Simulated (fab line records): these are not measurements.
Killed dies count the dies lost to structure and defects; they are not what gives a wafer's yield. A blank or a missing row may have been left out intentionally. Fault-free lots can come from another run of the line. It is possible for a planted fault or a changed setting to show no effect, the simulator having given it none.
A struck lot beside a sound one -- flow nand harc -- 14 steps out of a route of 1302
Sound: these wafers, L128.3, L128.4, L128.5. Wafers struck: L134.4, L134.5, L134.6. The cause is named last.
For every step that has rows: the tool of each side, followed by ch and its chambers, followed by its first start. Under that, the readings that differ: sound wafers -- struck wafers -- difference of the means -- sigmas: that difference in standard deviations of wafers without a fault.
alike: readings whose means differ by less than 2 such deviations, and words and numbers that are the same on both sides. not compared: withheld readings, readings that some wafer has no value for, bounds like >300 that may hide the same value, and numbers for which the record gives no deviation and whose values overlap.
The two part at a step that has a row with sigmas, a row that says differs or no value, or rows on one side only. Non-overlapping numbers with no deviation appear without sigmas and do not part them. A reading missing from all wafers of one side parts the sides only when that side holds two or more wafers.

first, 2 steps without rows for these wafers: NHARC_A_SOURCE_PLATE_CVD_03 (deposits poly-Si, target thk 200 nm, time 4000 s); NHARC_A_SOURCE_PLATE_ANNEAL_05 (time 1800 s).
NHARC_A_SOURCE_PLATE_THK_MEAS_06: measures by ellipsometry.
  sound: film metro-02 at day 9 01:04; struck: film metro-01 at day 12 01:36
  alike: thk nm
NHARC_A_SOURCE_PLATE_INSPECT_08:
  sound: defect inspect-01 at day 9 01:07; struck: defect inspect-01 at day 12 01:43
  alike: raw defect count
next comes 1 step that has no rows for these wafers: NHARC_A_ONON_D1_DEP_00 (target thickness 1000 nm).
NHARC_A_ONON_D1_THK_MEAS_02: measures by ellipsometry.
  sound: film metro-01 at day 9 01:42; struck: film metro-02 at day 12 02:17
reading,sound,struck,difference,sigmas
thk nm (nm),1013 1013 1013,981 981 980,-32,-4
next comes 1 step that has no rows for these wafers: NHARC_A_ONON_D1_DEP_03 (target thickness 1000 nm).
NHARC_A_ONON_D1_THK_MEAS_05: measures by ellipsometry.
  sound: film metro-01 at day 9 02:16; struck: film metro-01 at day 12 02:51
  alike: thk nm
next comes 1 step that has no rows for these wafers: NHARC_A_ONON_D1_DEP_06 (target thickness 1000 nm).
NHARC_A_ONON_D1_THK_MEAS_08: measures by ellipsometry.
  sound: film metro-02 at day 9 02:50; struck: film metro-02 at day 12 03:26
  alike: thk nm
NHARC_A_ONON_D1_DEP_09: target thk 1000 nm.
  sound on pecvd onon-04 ch 0, day 9 03:01; struck on pecvd onon-02 ch 0, day 12 03:40
  alike: susceptor temp C
NHARC_A_ONON_D1_THK_MEAS_11: measures by ellipsometry.
  sound: film metro-02 at day 9 03:24; struck: film metro-02 at day 12 04:00
reading,sound,struck,difference,sigmas
thk nm (nm),1001 999 1001,1523 1522 1523,+522,+66
next comes 1 step that has no rows for these wafers: NHARC_A_ONON_D1_DEP_12 (target thickness 1000 nm).
-- record jumps: 18 days between struck wafers' starts before vs after; left off in module A_ONON_D1, resumes in module END, first step shown is number 1302 of the route --
NHARC_END_SORT_01:
  the record has rows for the struck wafers here (prober-01 ch 0, day 29 16:00) and none for the sound ones

== WHERE THEY PART ==
First at NHARC_A_ONON_D1_THK_MEAS_02; last, within this record, at NHARC_END_SORT_01.

WHY: what the simulator had put in
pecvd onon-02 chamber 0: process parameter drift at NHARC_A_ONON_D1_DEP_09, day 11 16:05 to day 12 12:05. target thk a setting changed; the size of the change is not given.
